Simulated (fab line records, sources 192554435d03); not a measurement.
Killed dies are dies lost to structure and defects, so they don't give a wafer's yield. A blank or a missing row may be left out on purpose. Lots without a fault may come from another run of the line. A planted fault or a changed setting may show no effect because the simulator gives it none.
Split-lot experiment | flow n5_finfet | 7 lots, 21 wafers read, on a route of 1938 steps

THE SPLIT
At N5_BEOL_M0_TRENCH_ETCH_107 (etches SiOC in C4F6/O2, target depth 32.8 nm, time 16.4 s), the setting target_depth_a was moved away from the recipe's 328 angstrom on 7 of the 21 wafers read, by -9.8% to +9.6%. The other wafers ran this setting at the recipe's value.

FROM THE SPLIT TO THE READING: what the file shows between them, 1 step
- N5_BEOL_M0_STRIP_142: strips in N2/H2, time 10 s

THE READING
trench_depth_nm, in nm, at N5_BEOL_M0_OCD_MEAS_108. Fault-free wafers of this fab line usually give 32.9 nm, standard deviation 0.64 nm.

wafer  | tool, chamber at the split | target_depth_a as run, angstrom | against the recipe | trench_depth_nm, nm | against lot-mates on the recipe
L074.1 | rie_diel-04, 0,2           | 328                             | recipe             | 32.2                | -
L074.4 | rie_diel-04, 0,2           | 328                             | recipe             | 32.3                | -
L074.5 | rie_diel-04, 3             | 328                             | recipe             | 33.1                | -
L079.3 | rie_diel-01, 2             | 328                             | recipe             | 32.3                | -
L079.4 | rie_diel-01, 3             | 328                             | recipe             | 33.6                | -
L079.5 | rie_diel-01, 2             | 359.6                           | +9.6%              | 35.2                | +2.2
L080.1 | rie_diel-04, 2             | 340                             | +3.7%              | 33.5                | +1.0
L080.3 | rie_diel-04, 0             | 328                             | recipe             | 32.6                | -
L080.5 | rie_diel-04, 2             | 328                             | recipe             | 32.4                | -
L082.2 | rie_diel-01, 0             | 328                             | recipe             | 34.0                | -
L082.4 | rie_diel-01, 0             | 328                             | recipe             | 32.5                | -
L082.6 | rie_diel-01, 3             | 328                             | recipe             | 32.6                | -
L083.2 | rie_diel-04, 2             | 328                             | recipe             | 32.3                | -
L083.4 | rie_diel-04, 1             | 348.8                           | +6.3%              | 35.6                | +2.8
L083.6 | rie_diel-04, 1             | 328                             | recipe             | 33.4                | -
L088.2 | rie_diel-01, 1             | 295.7                           | -9.8%              | 30.5                | -3.3
L088.3 | rie_diel-01, 2             | 295.7                           | -9.8%              | 28.8                | -5.0
L088.4 | rie_diel-01, 0             | 328                             | recipe             | 33.8                | -
L095.2 | rie_diel-03, 3             | 300.2                           | -8.5%              | 29.9                | -2.8
L095.3 | rie_diel-03, 2             | 328                             | recipe             | 32.7                | -
L095.6 | rie_diel-03, 2             | 300.2                           | -8.5%              | 30.2                | -2.5
Where a row lists several chambers, the file gives one row for several wafers and doesn't say which wafer went through which chamber.

THE FIT
A straight line over all 21 wafers: trench_depth_nm changes by +0.314 nm for each +1% of target_depth_a; r = +0.93; the points scatter about the line by 0.64 nm.
The same after taking each lot's own level away (the mean of its wafers on the recipe; 21 wafers): +0.347 nm for each +1%; r = +0.94; scatter 0.63 nm.
On that fit, the largest move of target_depth_a shifts the reading by 3.4 nm.
The lots' own levels span 32.50 to 33.80 nm, that is 2.0 times the standard deviation above.
So the lot-to-lot level changes the slope little: the two slopes agree.
Check: with one of the wafers moved furthest among these (-9.8%) left out of the fit, the line predicts -3.56 nm for it against its lot-mates. It came out at -3.3 nm against them.

OTHER SPLITS ON THESE WAFERS
These wafers also went through other splits before the reading. Each is held against what the fit with the lots' levels taken away leaves over:
other split on the same wafers         | wafers away from the commonest value | r with trench_depth_nm (lot level and that fit taken away)
N5_GATE_CUT_DESCUM_18 time_s           | 11                                   | -0.24
N5_MOL_CONTACT_COAG_EXPOSE_05 dose_mj  | 4                                    | +0.22
N5_MOL_CONTACT_COAG_ALD_131 ald_cycles | 5                                    | +0.11
N5_BEOL_M0_SAQP_SPACER1_ALD_98 temp_c  | 9                                    | +0.44
N5_BEOL_M0_SAQP_COAT_105 spin_rpm      | 7                                    | -0.02
N5_BEOL_M0_ETCH_138 source_w           | 7                                    | +0.39

THE WHOLE CHAIN: every reading that the file lists as answering this split, in the file's order
step                       | what it does                                              | reading                                                                   | change (the file's fit)               | r (the file's)
N5_BEOL_M0_TRENCH_ETCH_107 | etches SiOC in C4F6/O2, target depth 32.8 nm, time 16.4 s | BEOL_M0.feature_depth_nm (the simulator's own value, which no gauge read) | +0.352 nm for each +1% of the setting | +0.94
N5_BEOL_M0_OCD_MEAS_108    |                                                           | trench_depth_nm                                                           | +0.337 nm for each +1% of the setting | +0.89

THE FILE'S OWN FIT
trench_depth_nm changes by +0.337 nm for each +1% of target_depth_a, r = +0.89.
